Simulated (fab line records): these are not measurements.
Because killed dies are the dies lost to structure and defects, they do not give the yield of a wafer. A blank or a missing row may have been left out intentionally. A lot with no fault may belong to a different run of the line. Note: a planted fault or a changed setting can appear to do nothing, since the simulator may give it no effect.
Matching of chambers / flow nandHarc / NHARC_A_STAIRCASE_DESCUM_443 on rieDiel-03 has 4 sister chambers
The step chemistry O2, time 3 s. 4 wafers are shown with their chamber, then 7 later ones without.

WAFERS, EACH WITH ITS CHAMBER
wafer=L991.1; chamber=2; showerheadPlenumPTorr (Torr)=1.78
wafer=L991.3; chamber=1; showerheadPlenumPTorr (Torr)=1.76
wafer=L992.3; chamber=0; showerheadPlenumPTorr (Torr)=1.89
wafer=L992.4; chamber=3; showerheadPlenumPTorr (Torr)=1.89

WAFERS WITH NO CHAMBER GIVEN
wafer=L992.6; showerheadPlenumPTorr (Torr)=1.89
wafer=L999.2; showerheadPlenumPTorr (Torr)=1.89
wafer=L999.4; showerheadPlenumPTorr (Torr)=1.77
wafer=L999.5; showerheadPlenumPTorr (Torr)=1.89
wafer=L103.1; showerheadPlenumPTorr (Torr)=1.89
wafer=L103.3; showerheadPlenumPTorr (Torr)=2.08
wafer=L103.4; showerheadPlenumPTorr (Torr)=2.08

THE CHAMBER EACH PASSED THROUGH
wafer=L992.6; from the rows above=can't be placed: 0 or 3 or 2 or 1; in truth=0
wafer=L999.2; from the rows above=can't be placed: 0 or 3 or 2 or 1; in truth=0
wafer=L999.4; from the rows above=can't be placed: 1 or 2 or 0 or 3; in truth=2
wafer=L999.5; from the rows above=can't be placed: 0 or 3 or 2 or 1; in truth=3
wafer=L103.1; from the rows above=can't be placed: 0 or 3 or 2 or 1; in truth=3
wafer=L103.3; from the rows above=can't be placed: 0 or 3 or 2 or 1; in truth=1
wafer=L103.4; from the rows above=can't be placed: 0 or 3 or 2 or 1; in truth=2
Placed correctly: 0 of 7. Unplaceable from these rows: 7, with the true chamber sitting among the candidates in 7. 0 placed wrongly.
How it was worked out, from the rows above alone: a wafer's distance from a chamber is the root of the sum, over the readings, of the square of ((its reading less the chamber's mean) divided by the reading's scatter). The wafer belongs to the nearest chamber; if the next one is less than 2 further off, it can't be placed. Each chamber's mean is taken over the wafers shown for it. The scatter (one wafer shown for each chamber): square how far every hidden wafer sits from the nearest shown wafer, average those squares and take the square root.
